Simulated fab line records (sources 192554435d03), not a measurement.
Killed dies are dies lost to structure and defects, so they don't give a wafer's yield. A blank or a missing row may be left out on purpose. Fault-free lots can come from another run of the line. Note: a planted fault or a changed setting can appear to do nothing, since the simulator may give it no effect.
Split-lot study ; flow n5 finfet ; 21 wafers read from 7 lots, route of 1938 steps

== ON THE SPLIT ==
At N5_FIN_SAQP_SPACER1_ALD_24 (deposits SiO2, target thk 20.3 nm, pulse time 1 s, purge time 2 s), the setting temp c was moved away from the recipe's 300 C on 10 of the 21 wafers read, by -4.1% to +3.6%. The other wafers ran this setting at the recipe's value.

The reading comes from the split's own step.

== THE READING ==
SiO2_of_FIN_SAQP_SPACER1_ALD_24.thk nm (the simulator's own value, which no gauge read), in nm, at N5_FIN_SAQP_SPACER1_ALD_24 (deposits SiO2, target thk 20.3 nm, pulse time 1 s, purge time 2 s). The file gives no usual value for it. Across the 11 wafers here that went through the recipe, the average is 20.3 nm and the standard deviation 0.096 nm.

wafer;tool, chamber at the split;temp c as run, C;against the recipe;SiO2_of_FIN_SAQP_SPACER1_ALD_24.thk nm, nm;against lot-mates on the recipe
L080.1;ald sin-02, 1,0;287.8;-4.1%;21.4;no lot-mate on the recipe
L080.2;ald sin-02, 1,0;287.8;-4.1%;21.4;no lot-mate on the recipe
L080.4;ald sin-02, 2;287.8;-4.1%;21.2;no lot-mate on the recipe
L084.2;ald sin-03, 2;300;recipe;20.2;-
L084.5;ald sin-03, 2;300;recipe;20.2;-
L084.4;ald sin-03, 0;290.5;-3.2%;21;+0.8
L085.2;ald sin-02, 2,2,3;300;recipe;20.4;-
L085.5;ald sin-02, 2,2,3;300;recipe;20.4;-
L085.6;ald sin-02, 2,2,3;300;recipe;20.4;-
L090.2;ald sin-04, 0;300;recipe;20.4;-
L090.4;ald sin-04, 1;293.3;-2.2%;20.8;+0.4
L090.5;ald sin-04, 1;293.3;-2.2%;21;+0.6
L093.1;ald sin-03, 2;310.7;+3.6%;19.8;-0.6
L093.3;ald sin-03, 3;300;recipe;20.4;-
L093.6;ald sin-03, 1;310.7;+3.6%;20;-0.4
L094.1;ald sin-02, 0,3;300;recipe;20.2;-
L094.5;ald sin-02, 0,3;300;recipe;20.2;-
L094.4;ald sin-02, 2;308.5;+2.8%;19.8;-0.4
L095.1;ald sin-04, 1,3;300;recipe;20.4;-
L095.2;ald sin-04, 1,3;300;recipe;20.4;-
L095.4;ald sin-04, 2;310.9;+3.6%;20;-0.4
The file does not say which wafer passed through which chamber wherever a row lists several chambers: such a row stands for several wafers.

FIT RESULTS
A straight line over all 21 wafers: SiO2_of_FIN_SAQP_SPACER1_ALD_24.thk nm changes by -0.19 nm for each +1% of temp c; r = -0.95; the points scatter about the line by 0.16 nm.
The same after taking each lot's own level away (the mean of its wafers on the recipe; 18 wafers): -0.169 nm for each +1%; r = -0.96; scatter 0.099 nm.
According to that fit, moving temp c by its largest amount changes the reading by 0.69 nm.
The lots' own levels span 20.20 to 20.40 nm, that is 2.1 times the standard deviation above.
So the lot-to-lot level changes the slope: the two fits differ.
Check: for one of the wafers moved furthest among these (+3.6%), held out of the fit, the line's prediction against its lot-mates is -0.603 nm. It came out at -0.4 nm against them.

== ADDITIONAL SPLITS CARRIED BY THESE WAFERS ==
Before the reading, these wafers also passed through other splits. Each is held against what the fit with the lots' levels taken away leaves over:
other split on the same wafers;wafers away from the commonest value;r with SiO2_of_FIN_SAQP_SPACER1_ALD_24.thk nm (lot level and that fit taken away)
N5_ZERO_LAYER_PECVD_02 time s;9;-0.41
N5_ZERO_LAYER_COAT_05 spin rpm;4;-0.21
N5_ZERO_LAYER_EXPOSE_08 dose mj;6;+0.01
N5_FIN_SAQP_COAT_50 spin rpm;11;-0.10
N5_FIN_SAQP_EXPOSE_13 dose mj;5;+0.33

== THE FILE'S OWN FIT ==
SiO2_of_FIN_SAQP_SPACER1_ALD_24.thk nm changes by -0.164 nm for each +1% of temp c, r = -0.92.
